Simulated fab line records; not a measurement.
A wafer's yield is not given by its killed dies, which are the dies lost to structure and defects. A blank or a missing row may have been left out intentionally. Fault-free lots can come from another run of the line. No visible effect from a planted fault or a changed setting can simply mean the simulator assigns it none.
Which tool did it? -- flow n5_finfet -- 20 wafers from 7 lots sampled at 3 of the route's 1938 steps

WHAT THE GAUGES READ, wafer by wafer
N5_BEOL_M3_OVL_MEAS_12.
lot,measured,on,M3_OVL (nm)
L194,day 7 18:56,overlay-02,-0.4 -0.7 -0.3
L197,day 8 11:27,overlay-02,- - -
L209,day 11 01:01,overlay-01,-0.8 0.1 0.0
L207,day 11 05:14,overlay-01,-1.0 -0.9 -0.3
L211,day 11 18:14,overlay-01,-0.8 0.0 -2.0
L213,day 12 18:11,overlay-02,-0.9 0.1 -0.6
L216,day 13 06:32,overlay-02,0.0 0.2

WHAT TOOL EACH LOT RAN ON (gives the tool, then ch and the chambers of the sampled wafers, and finally the start)
lot,N5_BEOL_M2_CO_CAP_55,N5_BEOL_M3_DEVELOP_10
L194,"cvd_co-01 ch 0,1,2, day 7 17:05","litho_track-03 ch 0, day 7 18:51"
L197,"cvd_co-01 ch 0,1,2, day 8 08:29","litho_track-03, day 8 11:22"
L209,"cvd_co-02 ch 1,2, day 10 23:01","litho_track-02 ch 0, day 11 00:56"
L207,"cvd_co-02 ch 1,2, day 11 04:10","litho_track-01 ch 0, day 11 05:09"
L211,"cvd_co-01 ch 0,1,2, day 11 16:49","litho_track-01 ch 0, day 11 18:08"
L213,"cvd_co-02 ch 0,2, day 12 16:14","litho_track-03 ch 0, day 12 18:05"
L216,"cvd_co-01 ch 1,2, day 13 00:30","litho_track-02 ch 0, day 13 06:26"
- N5_BEOL_M2_CO_CAP_55: material Co, precursor CCTBA/H2, target thk 2 nm, time 102.1 s.
- N5_BEOL_M3_DEVELOP_10: develop time 30 s.

THE ANSWER, worked out from the rows above alone
Rule: usual is defined by the lots themselves. Put in order of their means at a reading, lots are off if they are a third of the lots or fewer, leave a main group of 4 or more, and stand apart from it by a gap of 3 or more times the standard deviation of the main group's means; of several such gaps the widest counts. Not used: any main group whose means are identical at the precision the tables above print for the reading. Also off: a lot with no number at a reading for which 4 or more lots have one. The other lots that the step has rows for count as sound.
Off: at N5_BEOL_M3_OVL_MEAS_12 (M3_OVL), L197. Without a number there: L197. For the main group the mean is -0.5 nm and the standard deviation 0.33.
A tool fits if, at a process step before that reading, it ran every lot that is off, and no sound lot after the first of them. Those tools and the gauges at N5_BEOL_M3_OVL_MEAS_12 are tried in the same way. No candidate that was tried fits.

WHAT WAS PUT IN BY THE SIMULATOR
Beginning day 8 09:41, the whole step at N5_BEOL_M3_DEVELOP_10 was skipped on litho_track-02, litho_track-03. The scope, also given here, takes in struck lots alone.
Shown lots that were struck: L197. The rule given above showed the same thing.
